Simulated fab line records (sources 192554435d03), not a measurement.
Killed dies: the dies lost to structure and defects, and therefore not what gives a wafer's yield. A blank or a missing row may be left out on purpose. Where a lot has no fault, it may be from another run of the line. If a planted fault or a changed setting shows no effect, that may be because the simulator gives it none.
Lot-split experiment + flow n5Finfet + on a route of 1938 steps: 7 lots, 21 wafers read

ON THE SPLIT
At N5_MIM_BOT_ETCH_ETCH_00 (etches TiN in Cl2/BCl3, target depth 45.5 nm), the setting icpW was moved away from the recipe's 1000 W on 7 of the 21 wafers read, by -14.6% to +16.7%. For the rest of the wafers, this setting stayed at what the recipe calls for.

Reading taken at the split's own step.

THE READING
etch.depthNm (the simulator's own value, which no gauge read), in nm, at N5_MIM_BOT_ETCH_ETCH_00 (etches TiN in Cl2/BCl3, target depth 45.5 nm). The file does not state a usual value for it. Average 46.65 nm, standard deviation 0.72 nm, over the 14 wafers here run with the recipe.

| wafer  | tool, chamber at the split | icpW as run, W | against the recipe | etch.depthNm, nm | against lot-mates on the recipe |
|--------|----------------------------|----------------|--------------------|------------------|---------------------------------|
| L078.1 | rieMetal-03, 0             | 1000           | recipe             | 46.16            | -                               |
| L078.2 | rieMetal-03, 1             | 1000           | recipe             | 46.45            | -                               |
| L078.6 | rieMetal-03, 1             | 1000           | recipe             | 46.22            | -                               |
| L079.4 | rieMetal-01, 0             | 860.9          | -13.9%             | 40.91            | -6.49                           |
| L079.5 | rieMetal-01, 0             | 860.9          | -13.9%             | 40.5             | -6.90                           |
| L079.6 | rieMetal-01, 1             | 1000           | recipe             | 47.4             | -                               |
| L082.2 | rieMetal-01, 1             | 1000           | recipe             | 47.85            | -                               |
| L082.4 | rieMetal-01, 0             | 1000           | recipe             | 46.62            | -                               |
| L082.6 | rieMetal-01, 1             | 1000           | recipe             | 47.6             | -                               |
| L088.2 | rieMetal-01, 0             | 1167           | +16.7%             | 52.97            | +6.11                           |
| L088.5 | rieMetal-01, 1             | 1000           | recipe             | 47.24            | -                               |
| L088.6 | rieMetal-01, 0             | 1000           | recipe             | 46.48            | -                               |
| L090.2 | rieMetal-01, 1             | 1000           | recipe             | 46.94            | -                               |
| L090.3 | rieMetal-01, 1             | 1000           | recipe             | 47.17            | -                               |
| L090.6 | rieMetal-01, 0             | 853.9          | -14.6%             | 40.35            | -6.70                           |
| L092.1 | rieMetal-03, 1             | 1000           | recipe             | 45.48            | -                               |
| L092.5 | rieMetal-03, 0             | 1000           | recipe             | 45.49            | -                               |
| L092.6 | rieMetal-03, 1             | 1000           | recipe             | 45.96            | -                               |
| L094.3 | rieMetal-01, 0             | 858.3          | -14.2%             | 40.55            | no lot-mate on the recipe       |
| L094.5 | rieMetal-01, 1             | 858.3          | -14.2%             | 40.93            | no lot-mate on the recipe       |
| L094.6 | rieMetal-01, 0             | 858.3          | -14.2%             | 40.52            | no lot-mate on the recipe       |

THE FIT
A straight line over all 21 wafers: etch.depthNm changes by +0.413 nm for each +1% of icpW; r = +0.98; the points scatter about the line by 0.64 nm.
The same after taking each lot's own level away (the mean of its wafers on the recipe; 18 wafers): +0.435 nm for each +1%; r = +0.99; scatter 0.45 nm.
On that fit, the largest move of icpW shifts the reading by 7.3 nm.
The span of the lots' own levels, 45.643 to 47.400 nm, comes to 2.4 times the standard deviation stated above.
The two slopes agree, so the slope changes little with the lot-to-lot level.
Check: with one of the wafers moved furthest among these (+16.7%) left out of the fit, the line predicts +7.9 nm for it against its lot-mates. It came out at +6.11 nm against them.

THESE WAFERS: OTHER SPLITS
These wafers also went through other splits before the reading. Each is held against what the fit with the lots' levels taken away leaves over:
| other split on the same wafers   | wafers away from the commonest value | r with etch.depthNm (lot level and that fit taken away) |
|----------------------------------|--------------------------------------|---------------------------------------------------------|
| N5_BEOL_M15_COAT_04 spinRpm      | 6                                    | +0.06                                                   |
| N5_BEOL_M15_TRENCH_ETCH_34 biasW | 8                                    | -0.07                                                   |
| N5_BEOL_M15_SPUTTER_45 timeS     | 4                                    | -0.20                                                   |

FILE'S OWN FIT
etch.depthNm changes by +0.427 nm for each +1% of icpW, r = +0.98.
